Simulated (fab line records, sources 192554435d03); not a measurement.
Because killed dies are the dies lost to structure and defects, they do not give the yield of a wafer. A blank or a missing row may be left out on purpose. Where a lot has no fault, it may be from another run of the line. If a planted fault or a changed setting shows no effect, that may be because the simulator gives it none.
fab line records | flow n5Finfet
[record] lots = 7 wafers = 21
route steps=1938 shown MIM_BOT@1833 TV_OPEN@1890
startH: start of the lot's first displayed wafer, in hours after the record's first day | waitH: hours since the lot's step before | " as in the row above | L1.1+2: several wafers, shown together as one row | - value missing, or start not given | * or withheld: withheld | < > ~ a bound
route shown NAME@n: NAME is a module with steps in the file, n the number in the route of the first one | usual: mean/standard deviation taken from wafers without a fault | same: alike in all rows | chamber/n: place in a boat | sites: per-site readings | _std_site: standard deviation across them | _edge_site: the outer-site mean with the inner-site mean subtracted | radiusMm: for every site, how far away it sits from the centre of the wafer | mask NAME#n: copy n | behind: the tool/chamber that last shaped the wafer | hold: the reason the lot was held/the length of the hold in hours/how it ended | device: which transistor (n, p or np) failed to switch | end of line: tests run on the same wafers once the route is complete | step lacking rows: just its recipe | killed: dies that structure and defects cost at the first sort, which is not the same as the wafer's yield | map: a wafer's dies, x killed, . not, _ none there
set.NAME: the setting that was run; set.NAME@STEP: the one run at that earlier step | model.NAME: the simulator's own value behind a step, which no gauge read
lots whose settings were changed on purpose; a table a step, a row a wafer
[[steps]]
[step N5_MIM_BOT_SPUTTER_00]
[recipe] material = TiN targetThkA = 350 tempC = 200 powerW = 3000 chamberPressurePa = 0.49996 gas = Ar reactivePartialPa = 0.37997 timeS = 89.7
// columns lot.wafer tool chamber startH waitH set.timeS model.TiN_of_MIM_BOT_SPUTTER_00.thkNm
L076.1+5 pvdSputter-03 - 259.34 0.0 89.7 34.4
L076.6 " - " " 96.04 37.2
L080.4+6 pvdSputter-02 - 288.04 0.0 89.7 35.4
L080.5 " - " " 89.7 35.2
L082.3 pvdSputter-01 - 320.95 0.0 89.7 34.6
L082.4 " - " " 83.66 32.8
L082.6 " - " " 89.7 35
L083.3 pvdSputter-02 - 325.24 0.0 89.7 35
L083.4 " - " " 89.7 35.4
L083.5 " - " " 96.52 37.4
L084.1 pvdSputter-03 - 340.46 0.0 89.7 34.8
L084.3 " - " " 89.7 35
L084.6 " - " " 80.92 31.6
L085.1 pvdSputter-01 - 354.43 0.0 89.7 34.4
L085.3+6 " - " " 89.7 34.6
L096.3+5+6 pvdSputter-03 - 415.72 0.0 89.7 35.2
[step N5_PASSIVATION_ETCH_15]
[recipe] chemistry = CF4/N2 target = SiCN targetDepthA = 750 taperDeg = 2 timeS = 81.2 ionEnergyEv = 150 maskMaterial = SiNx pressureMtorr = 40 sourceW = 430 biasW = 70 Ar_flow_sccm = 100 cf4FlowSccm = 60 n2FlowSccm = 60
[usual] rfVppV = 382.5/1.6
// columns lot.wafer tool chamber startH waitH set.biasW rfVppV
L076.1 rieDiel-05 3 - - 70 384.7
L076.5 " 2 " " 82.56 425.6
L076.6 " 1 " " 82.56 425.0
L080.4 rieDiel-05 2 - - 70 383.5
L080.5 " 3 " " 70 384.6
L080.6 " 2 " " 70 382.8
L082.3 rieDiel-05 3 - - 70 384.5
L082.4 " 0 " " 70 382.8
L082.6 " 0 " " 66.8 371.2
L083.3 rieDiel-03 2 - - 70 380.1
L083.4 " 0 " " 70 381.5
L083.5 " 1 " " 70 379.6
L084.1 rieDiel-05 2 - - 70 384.0
L084.3 " 1 " " 70 383.5
L084.6 " 3 " " 74.14 400.0
L085.1 rieDiel-03 2 - - 70 382.0
L085.3 " 3 " " 70 380.3
L085.6 " 3 " " 70 380.7
L096.3 rieDiel-04 3 - - 64.19 360.3
L096.5 " 0 " " 64.19 364.0
L096.6 " 3 " " 70 382.1
[[key]]
[split] step = N5_MIM_BOT_SPUTTER_00 setting = timeS stated = 89.7 by = wafer
[response] step = N5_MIM_BOT_SPUTTER_00 reading = model.TiN_of_MIM_BOT_SPUTTER_00.thkNm change = +0.331 per = 1% r = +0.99
[split] step = N5_PASSIVATION_ETCH_15 setting = biasW stated = 70 by = wafer
[response] step = N5_PASSIVATION_ETCH_15 reading = rfVppV change = +2.34 per = 1% r = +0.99
